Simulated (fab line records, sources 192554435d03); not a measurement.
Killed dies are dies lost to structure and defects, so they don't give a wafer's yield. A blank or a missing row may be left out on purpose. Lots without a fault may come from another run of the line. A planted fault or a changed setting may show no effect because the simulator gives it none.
Which tool is to blame? | flow n5 finfet | 24 lots, 72 wafers sampled, at 5 steps of a route of 1938

WHAT THE GAUGES READ, wafer by wafer
N5_BEOL_M0_SAQP_CD_MEAS_25: the cd target is 13.1 nm.
lot  | measured     | on        | cd nm (nm)
L074 | day 5 23:11  | cd sem-01 | 12.93 12.95 12.70
L075 | day 6 00:56  | cd sem-01 | 12.79 13.02 12.71
L076 | day 6 04:08  | cd sem-01 | 12.93 12.92 12.64
L077 | day 6 12:46  | cd sem-02 | 12.53 12.97 12.69
L078 | day 6 23:34  | cd sem-02 | 13.26 13.03 13.04
L079 | day 7 03:40  | cd sem-03 | 13.16 12.83 12.74
L081 | day 7 07:02  | cd sem-01 | 12.56 12.86 12.80
L080 | day 7 12:22  | cd sem-01 | 12.84 12.70 12.51
L082 | day 7 13:34  | cd sem-01 | 13.02 12.74 13.03
L083 | day 8 00:13  | cd sem-03 | 12.43 12.89 12.83
L084 | day 8 04:28  | cd sem-02 | 12.85 12.67 12.66
L085 | day 8 11:59  | cd sem-02 | 12.99 12.99 12.96
L086 | day 8 12:13  | cd sem-03 | 12.94 12.92 12.47
L087 | day 8 23:55  | cd sem-03 | 12.76 12.83 12.64
L088 | day 9 02:36  | cd sem-02 | 12.95 12.80 12.85
L089 | day 9 06:05  | cd sem-02 | 12.90 12.61 12.35
L090 | day 9 12:54  | cd sem-03 | 12.81 13.12 12.78
L091 | day 9 19:04  | cd sem-03 | 12.94 12.62 12.81
L092 | day 10 06:40 | cd sem-03 | 12.93 12.79 12.95
L093 | day 10 13:02 | cd sem-02 | 12.85 12.96 12.88
L094 | day 10 19:10 | cd sem-02 | 12.90 12.77 12.54
L095 | day 11 04:32 | cd sem-02 | 12.45 13.01 12.64
L096 | day 11 10:02 | cd sem-01 | 13.19 13.09 13.12
L097 | day 11 13:03 | cd sem-02 | 12.89 12.64 12.81

EACH LOT AND THE TOOL THAT RAN IT (in order: tool; ch and the chambers of the sampled wafers; start)
lot  | N5_MOL_CONTACT_COAG_ETCH_90        | N5_MOL_CONTACT_COAG_ETCH_65        | N5_MOL_CONTACT_COAG_CVD_140   | N5_BEOL_M0_SAQP_HM_DEP_02
L074 | rie diel-05 ch 1,2, day 5 11:12    | rie diel-05 ch 2,3, day 5 13:07    | cvd w-02 ch 0,1, day 5 14:42  | pvd sputter-02, day 5 20:25
L075 | rie diel-04 ch 0,1,3, day 5 11:51  | rie diel-05 ch 0,2, day 5 13:13    | cvd w-01 ch 0,1, day 5 15:03  | pvd sputter-03, day 5 22:28
L076 | rie diel-05 ch 0,2, day 5 16:10    | rie diel-06 ch 0,2, day 5 17:34    | cvd w-01 ch 0,1, day 5 18:29  | pvd sputter-01, day 6 01:26
L077 | rie diel-04 ch 1,2, day 6 01:49    | rie diel-05 ch 0,2,3, day 6 03:20  | cvd w-01 ch 0,1, day 6 04:52  | pvd sputter-02, day 6 09:08
L078 | rie diel-06 ch 1,2,3, day 6 12:38  | rie diel-05 ch 0,2,3, day 6 14:14  | cvd w-01 ch 0,1, day 6 15:41  | pvd sputter-01, day 6 21:05
L079 | rie diel-04 ch 0,3, day 6 16:37    | rie diel-05 ch 2,3, day 6 18:23    | cvd w-01 ch 0,1, day 6 19:47  | pvd sputter-03, day 7 00:42
L081 | rie diel-05 ch 2,3, day 6 21:29    | rie diel-06 ch 0,2,3, day 6 22:43  | cvd w-01 ch 0,1, day 6 23:38  | pvd sputter-03, day 7 04:24
L080 | rie diel-05 ch 1,2,3, day 7 01:25  | rie diel-06 ch 1,2,3, day 7 02:59  | cvd w-01 ch 0,1, day 7 03:55  | pvd sputter-03, day 7 09:41
L082 | rie diel-06 ch 0,3, day 7 04:21    | rie diel-06 ch 0,2,3, day 7 05:57  | cvd w-02 ch 0,1, day 7 07:01  | pvd sputter-03, day 7 11:04
L083 | rie diel-04 ch 2,3, day 7 14:04    | rie diel-05 ch 0,2, day 7 15:38    | cvd w-02 ch 0,1, day 7 16:34  | pvd sputter-02, day 7 21:38
L084 | rie diel-04 ch 0,1, day 7 14:37    | rie diel-04 ch 0,1,2, day 7 15:50  | cvd w-01 ch 0,1, day 7 16:46  | pvd sputter-02, day 8 01:50
L085 | rie diel-05 ch 0,1,3, day 7 21:36  | rie diel-06 ch 1,2,3, day 7 22:57  | cvd w-01 ch 0, day 7 23:52    | pvd sputter-01, day 8 07:33
L086 | rie diel-05 ch 0,1,3, day 8 01:40  | rie diel-04 ch 0,1,2, day 8 03:10  | cvd w-01 ch 0,1, day 8 04:05  | pvd sputter-01, day 8 08:32
L087 | rie diel-06 ch 1,2, day 8 12:08    | rie diel-06 ch 0,1, day 8 13:59    | cvd w-01 ch 0,1, day 8 15:12  | pvd sputter-02, day 8 19:39
L088 | rie diel-05 ch 0,1,2, day 8 16:47  | rie diel-06 ch 0,2, day 8 18:31    | cvd w-01 ch 0,1, day 8 19:49  | pvd sputter-01, day 8 23:54
L089 | rie diel-06 ch 1,2, day 8 19:32    | rie diel-04 ch 2,3, day 8 21:16    | cvd w-02 ch 0,1, day 8 22:18  | pvd sputter-03, day 9 03:35
L090 | rie diel-04 ch 0,1,3, day 9 03:24  | rie diel-06 ch 1,2,3, day 9 04:51  | cvd w-01 ch 0,1, day 9 05:46  | pvd sputter-02, day 9 10:30
L091 | rie diel-05 ch 0,1,2, day 9 09:16  | rie diel-05 ch 1,2, day 9 10:37    | cvd w-01 ch 0,1, day 9 11:37  | pvd sputter-01, day 9 16:24
L092 | rie diel-06 ch 0,1,2, day 9 19:32  | rie diel-06 ch 0,1,2, day 9 20:57  | cvd w-01 ch 0,1, day 9 22:01  | pvd sputter-01, day 10 03:54
L093 | rie diel-06 ch 1,2,3, day 10 01:43 | rie diel-05 ch 0,1,3, day 10 03:10 | cvd w-01 ch 0,1, day 10 04:05 | pvd sputter-01, day 10 09:36
L094 | rie diel-06 ch 1,2,3, day 10 07:36 | rie diel-04 ch 1,2,3, day 10 09:28 | cvd w-02 ch 0,1, day 10 10:23 | pvd sputter-03, day 10 16:40
L095 | rie diel-05 ch 0,3, day 10 16:59   | rie diel-04 ch 0,2, day 10 18:46   | cvd w-02 ch 0,1, day 10 19:47 | pvd sputter-03, day 11 01:11
L096 | rie diel-05 ch 0,3, day 10 22:02   | rie diel-06 ch 0,1,3, day 11 00:26 | cvd w-02 ch 0,1, day 11 01:26 | pvd sputter-02, day 11 05:26
L097 | rie diel-06 ch 0,1, day 11 00:40   | rie diel-05 ch 0,1,3, day 11 02:19 | cvd w-01 ch 0,1, day 11 03:14 | pvd sputter-03, day 11 08:28
- N5_MOL_CONTACT_COAG_ETCH_90: etches SiARC in CF4, target depth 13 nm, time 21.7 s.
- N5_MOL_CONTACT_COAG_ETCH_65: etches underlayer in N2/H2, target depth 13 nm, time 10.4 s.
- N5_MOL_CONTACT_COAG_CVD_140: deposits W, target thk 66.5 nm, time 215 s.
- N5_BEOL_M0_SAQP_HM_DEP_02: deposits TiN, target thk 12 nm.

WHAT THE TOOLS THEMSELVES READ (means of the sampled wafers that have a number; where no wafer has one, the mark that the record gives instead)
N5_MOL_CONTACT_COAG_ETCH_90.
lot  | tool        | bias w (W) | drypump motor current A (A) | etch rf on time s (s) | oes product au (a.u.) | rf vpp V (V) | showerhead plenum p Torr (Torr) | throttle valve pct (%)
L074 | rie diel-05 | 36.01      | 5.92                        | 21.6                  | 0.64                  | 184.7        | 2.19                            | 15.57
L075 | rie diel-04 | 36.02      | 5.84                        | 22.1                  | 0.65                  | 183.9        | 2.20                            | 15.66
L076 | rie diel-05 | 36.00      | 5.76                        | 21.6                  | 0.71                  | 184.6        | 2.16                            | 15.38
L077 | rie diel-04 | 35.90      | 5.85                        | 22.0                  | 0.58                  | 183.8        | 2.13                            | 15.92
L078 | rie diel-06 | 35.89      | 5.53                        | 21.4                  | 0.71                  | 184.0        | 2.19                            | 15.37
L079 | rie diel-04 | 36.02      | 5.85                        | 21.7                  | 0.71                  | 185.9        | 2.23                            | 15.54
L081 | rie diel-05 | 35.93      | 5.99                        | 21.9                  | 0.63                  | 184.2        | 2.14                            | 15.86
L080 | rie diel-05 | 35.95      | 5.96                        | 21.9                  | 0.71                  | 184.1        | 2.16                            | 15.56
L082 | rie diel-06 | 36.03      | 5.49                        | 21.6                  | 0.69                  | 184.9        | 2.25                            | 15.58
L083 | rie diel-04 | 35.95      | 5.82                        | 21.4                  | 0.70                  | 184.3        | 2.19                            | 15.69
L084 | rie diel-04 | 35.98      | 5.64                        | 22.1                  | 0.67                  | 183.8        | 2.15                            | 15.55
L085 | rie diel-05 | 36.03      | 5.76                        | 22.1                  | 0.68                  | 185.5        | 2.16                            | 15.45
L086 | rie diel-05 | 36.01      | 5.79                        | 22.1                  | 0.68                  | 183.7        | 2.16                            | 15.46
L087 | rie diel-06 | 35.98      | 5.65                        | 21.1                  | 0.73                  | 184.6        | 2.16                            | 15.35
L088 | rie diel-05 | 36.08      | 5.84                        | 22.1                  | 0.72                  | 184.2        | 2.16                            | 15.36
L089 | rie diel-06 | 36.01      | 5.68                        | 21.4                  | 0.74                  | 184.9        | 2.21                            | 15.31
L090 | rie diel-04 | 36.06      | 5.83                        | 21.6                  | 0.70                  | 184.9        | 2.19                            | 15.53
L091 | rie diel-05 | 36.05      | 5.85                        | 22.0                  | 0.70                  | 184.9        | 2.16                            | 15.37
L092 | rie diel-06 | 36.14      | 5.65                        | 21.5                  | 0.72                  | 184.9        | 2.21                            | 15.44
L093 | rie diel-06 | 35.99      | 5.54                        | 21.2                  | 0.76                  | 183.4        | 2.19                            | 15.27
L094 | rie diel-06 | 35.98      | 5.54                        | 21.2                  | 0.76                  | 184.7        | 2.19                            | 15.25
L095 | rie diel-05 | 36.04      | 5.82                        | 22.1                  | 0.75                  | 183.9        | 2.13                            | 15.44
L096 | rie diel-05 | 35.94      | 5.82                        | 22.0                  | 0.75                  | 184.0        | 2.13                            | 15.45
L097 | rie diel-06 | 36.08      | 5.61                        | 21.4                  | 0.71                  | 183.5        | 2.15                            | 15.52

N5_MOL_CONTACT_COAG_ETCH_65.
lot  | tool        | bias w (W) | drypump motor current A (A) | etch rf on time s (s) | oes product au (a.u.) | rf vpp V (V) | showerhead plenum p Torr (Torr) | throttle valve pct (%)
L074 | rie diel-05 | 149.6      | 6.06                        | 10.50                 | 0.70                  | 523.8        | 2.57                            | 18.04
L075 | rie diel-05 | 149.3      | 5.94                        | 10.53                 | 0.72                  | 525.3        | 2.58                            | 17.80
L076 | rie diel-06 | 149.6      | 5.66                        | 10.50                 | 0.76                  | 528.0        | 2.71                            | 17.67
L077 | rie diel-05 | 150.1      | 5.88                        | 10.62                 | 0.66                  | 524.8        | 2.56                            | 17.91
L078 | rie diel-05 | 150.3      | 5.90                        | 10.56                 | 0.67                  | 524.3        | 2.55                            | 17.91
L079 | rie diel-05 | 149.8      | 5.99                        | 10.68                 | 0.63                  | 524.0        | 2.54                            | 18.15
L081 | rie diel-06 | 149.8      | 5.53                        | 10.32                 | 0.70                  | 527.2        | 2.67                            | 17.66
L080 | rie diel-06 | 149.9      | 5.55                        | 10.11                 | 0.70                  | 525.4        | 2.60                            | 17.62
L082 | rie diel-06 | 150.2      | 5.54                        | 10.18                 | 0.70                  | 527.2        | 2.67                            | 17.66
L083 | rie diel-05 | 149.8      | 5.95                        | 10.49                 | 0.71                  | 524.6        | 2.57                            | 17.84
L084 | rie diel-04 | 150.0      | 5.64                        | 10.60                 | 0.67                  | 522.7        | 2.51                            | 17.99
L085 | rie diel-06 | 149.7      | 5.54                        | 10.15                 | 0.69                  | 525.0        | 2.59                            | 17.63
L086 | rie diel-04 | 149.5      | 5.65                        | 10.41                 | 0.66                  | 522.8        | 2.51                            | 17.99
L087 | rie diel-06 | 150.0      | 5.59                        | 10.33                 | 0.72                  | 525.6        | 2.63                            | 17.85
L088 | rie diel-06 | 149.6      | 5.70                        | 10.32                 | 0.73                  | 529.0        | 2.69                            | 17.53
L089 | rie diel-04 | 149.7      | 5.65                        | 10.47                 | 0.64                  | 522.5        | 2.52                            | 18.22
L090 | rie diel-06 | 150.3      | 5.56                        | 10.24                 | 0.77                  | 525.3        | 2.59                            | 17.50
L091 | rie diel-05 | 149.7      | 5.93                        | 10.55                 | 0.75                  | 525.5        | 2.59                            | 17.51
L092 | rie diel-06 | 149.8      | 5.64                        | 10.28                 | 0.72                  | 525.5        | 2.62                            | 17.68
L093 | rie diel-05 | 150.1      | 5.78                        | 10.54                 | 0.75                  | 525.0        | 2.55                            | 17.55
L094 | rie diel-04 | 149.8      | 5.85                        | 10.23                 | 0.71                  | 523.8        | 2.57                            | 17.99
L095 | rie diel-04 | 149.8      | 5.45                        | 10.72                 | 0.57                  | 521.2        | 2.47                            | 18.09
L096 | rie diel-06 | 150.1      | 5.49                        | 10.33                 | 0.75                  | 524.7        | 2.59                            | 17.70
L097 | rie diel-05 | 150.0      | 5.76                        | 10.53                 | 0.73                  | 523.5        | 2.54                            | 17.57

N5_MOL_CONTACT_COAG_CVD_140.
lot  | tool     | heater power w (W)
L074 | cvd w-02 | 485
L075 | cvd w-01 | 454
L076 | cvd w-01 | 471
L077 | cvd w-01 | 451
L078 | cvd w-01 | 463
L079 | cvd w-01 | 445
L081 | cvd w-01 | 445
L080 | cvd w-01 | 466
L082 | cvd w-02 | 475
L083 | cvd w-02 | 498
L084 | cvd w-01 | 468
L085 | cvd w-01 | 430
L086 | cvd w-01 | 472
L087 | cvd w-01 | 471
L088 | cvd w-01 | 479
L089 | cvd w-02 | 470
L090 | cvd w-01 | 472
L091 | cvd w-01 | 469
L092 | cvd w-01 | 469
L093 | cvd w-01 | 465
L094 | cvd w-02 | 492
L095 | cvd w-02 | 480
L096 | cvd w-02 | 496
L097 | cvd w-01 | 453

N5_BEOL_M0_SAQP_HM_DEP_02.
lot  | tool           | chamber pressure pa (Pa) | throttle valve pct (%)
L074 | pvd sputter-02 | 0.4996                   | 31.1
L075 | pvd sputter-03 | 0.5004                   | 29.3
L076 | pvd sputter-01 | 0.5000                   | 30.9
L077 | pvd sputter-02 | 0.4985                   | 30.5
L078 | pvd sputter-01 | 0.4993                   | 30.4
L079 | pvd sputter-03 | 0.5003                   | 30.4
L081 | pvd sputter-03 | 0.4997                   | 30.8
L080 | pvd sputter-03 | 0.4997                   | 30.6
L082 | pvd sputter-03 | 0.4996                   | 30.2
L083 | pvd sputter-02 | 0.4992                   | 31.0
L084 | pvd sputter-02 | 0.4999                   | 31.4
L085 | pvd sputter-01 | 0.5009                   | 31.3
L086 | pvd sputter-01 | 0.5006                   | 30.8
L087 | pvd sputter-02 | 0.5001                   | 32.0
L088 | pvd sputter-01 | 0.5001                   | 30.7
L089 | pvd sputter-03 | 0.4985                   | 31.0
L090 | pvd sputter-02 | 0.5004                   | 31.3
L091 | pvd sputter-01 | 0.4992                   | 30.3
L092 | pvd sputter-01 | 0.4994                   | 30.8
L093 | pvd sputter-01 | 0.5005                   | 30.3
L094 | pvd sputter-03 | 0.4990                   | 30.9
L095 | pvd sputter-03 | 0.4996                   | 30.9
L096 | pvd sputter-02 | 0.5013                   | 30.7
L097 | pvd sputter-03 | 0.5006                   | 29.9

THE ANSWER, worked out from the rows above alone
Rule: what is usual is taken from the lots themselves. Put in order of their means at a reading, lots are off if they are a third of the lots or fewer, leave a main group of 4 or more, and stand apart from it by a gap of 3 or more times the standard deviation of the main group's means; of several such gaps the widest counts. The tables above print the reading to a certain number of digits; a main group whose means all agree to those digits is not used. A lot without any number at a reading at which 4 lots or more have one is off too. Any other lot the step has rows for is counted as sound. Order of review: gauges by route order, followed by the tools' own readings, for which a lot's mean as printed above is used. The first step at which some lot is off is used, and at that step the reading that is off furthest; a lot without a number counts as furthest.
Across all readings shown, no lot is off: no conclusion can be drawn from this.

WHAT HAD BEEN PUT IN BY THE SIMULATOR
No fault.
